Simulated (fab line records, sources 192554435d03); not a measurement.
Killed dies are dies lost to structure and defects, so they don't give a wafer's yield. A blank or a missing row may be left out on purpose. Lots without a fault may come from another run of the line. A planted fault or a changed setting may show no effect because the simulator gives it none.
Problem report in the 8D (eight disciplines) form, filled by code | flow n5_finfet | the parts of the form that need people (team, actions taken, sign-off) are left out

1. THE PROBLEM
M7_THK at N5_BEOL_M7_THK_MEAS_53 reads a mean of 186.8 nm on 5 wafers of 3 lots; wafers without a fault read 80.3 nm with a standard deviation of 1.9. That is +56 standard deviations from the usual mean.
The step: measures by xrf.
First seen on wafer L195.4, day 12 09:39, on film_metro-01. The record holds 26 wafers of 9 lots with a number at this step. Rule for "out", or "out of limits": more than 4 standard deviations from the usual mean. The other wafers with a number count as sound.

2. WHAT IT IS AND WHAT IT IS NOT
question                    | is                                     | is not
which readings at this step | M7_THK                                 | -
which lots                  | L195, L196, L199                       | L189, L190, L205, L207, L210, L211
which wafers of those lots  | L195.4, L196.3, L196.4, L199.3, L199.4 | L195.1, L195.5, L196.1
read on which gauges        | film_metro-01, film_metro-02           | -
when                        | from day 12 09:39                      | up to then (8 sound wafers); but 13 sound wafers of L196, L205, L207, L210, L211 came after

3. SUSPECTS, AND WHAT RULES EACH OUT
Counting: a tool at a process step up to the reading stays a suspect if it ran every lot that is out. Sound lots after the first of them don't rule it out here, since some wafers of a struck lot are sound.
- the gauge at N5_BEOL_M7_THK_MEAS_53: ruled out. The wafers that are out were read on 2 gauges (film_metro-01, film_metro-02).
- cmp-03 at N5_BEOL_M7_CMP_52 (polishes, stops on SiCOH lowk, t overpolish 6.9 s, target thk 80 nm): kept. It ran every lot that is out, first L195 (day 12 09:22); its last sound lot up to then is L190 (day 10 19:38). Its own readings are out on those wafers: barrier_field_endpoint_s, overpolish_run_s, time_to_endpoint_s.
- Within cmp-03 at N5_BEOL_M7_CMP_52: the wafers that are out ran in chambers 0, 1, 3; their sound lot-mates ran in chamber 2.
Left after counting: cmp-03 at N5_BEOL_M7_CMP_52.

4. THE CAUSE (what the simulator had put in)
Process parameter drift: cmp-03, from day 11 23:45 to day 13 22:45, at N5_BEOL_M7_CMP_52. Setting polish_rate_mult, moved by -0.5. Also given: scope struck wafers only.
Counting left only this tool.

5. THE CHAIN OF EFFECTS, in route order
Each row: a reading whose mean over the struck wafers that have a number lies more than 3 standard deviations from the usual. Only readings for which the record gives a usual standard deviation are gone through. hours: the time from each lot's start at the first step in this table that gives one to its start at this step, as a median over the lots. sigmas: the change in usual standard deviations.
hours | step                    | reading                  | usual   | on struck wafers | change | sigmas
0     | N5_BEOL_M7_CMP_52       | barrier_field_endpoint_s | 28.6 s  | 46.7             | +18.1  | +32
0     | N5_BEOL_M7_CMP_52       | overpolish_run_s         | 6.900 s | 0.039            | -6.861 | -99 or more
0     | N5_BEOL_M7_CMP_52       | time_to_endpoint_s       | 60.9 s  | 81.3             | +20.4  | +7.6
0     | N5_BEOL_M7_THK_MEAS_53  | M7_THK                   | 80.3 nm | 186.8            | +106.5 | +56
0     | N5_BEOL_M7_INSPECT_58   | raw_defect_count         | 78      | 1202             | +1124  | +37
73    | N5_PASSIVATION_PROBE_49 | defect_limited_yield     | 91.1 %  | 0.0              | -91.1  | -61
73    | N5_PASSIVATION_PROBE_49 | killed_at_M4_up          | 14      | 1097             | +1083  | +99 or more
73    | N5_PASSIVATION_PROBE_49 | killed_dies              | 105     | 1180             | +1075  | +63
73    | N5_PASSIVATION_PROBE_49 | killed_on_rim            | 14      | 152              | +138   | +33
73    | N5_PASSIVATION_PROBE_49 | sort_n_pass              | 1075    | 0                | -1075  | -63
73    | N5_PASSIVATION_PROBE_49 | sort_yield_pct           | 91.1 %  | 0.0              | -91.1  | -61
The process steps in it:
- N5_BEOL_M7_CMP_52: polishes, stops on SiCOH lowk, t overpolish 6.9 s, target thk 80 nm.
- N5_PASSIVATION_PROBE_49

6. WHAT WOULD HAVE CAUGHT IT SOONER
In this record the first reading out of limits at a measuring or inspecting step was taken at day 12 09:39, 10 hours after the fault began at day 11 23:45.
The tool's own readings at N5_BEOL_M7_CMP_52 were out on every struck wafer that the step has a row for (barrier_field_endpoint_s, overpolish_run_s, time_to_endpoint_s): an alarm limit on them would have fired on the first of those.
Of the lots that are out (3), L196, L199 began N5_BEOL_M7_CMP_52 on cmp-03 after day 12 09:39. A hold on the tool at that time would have spared those 2.
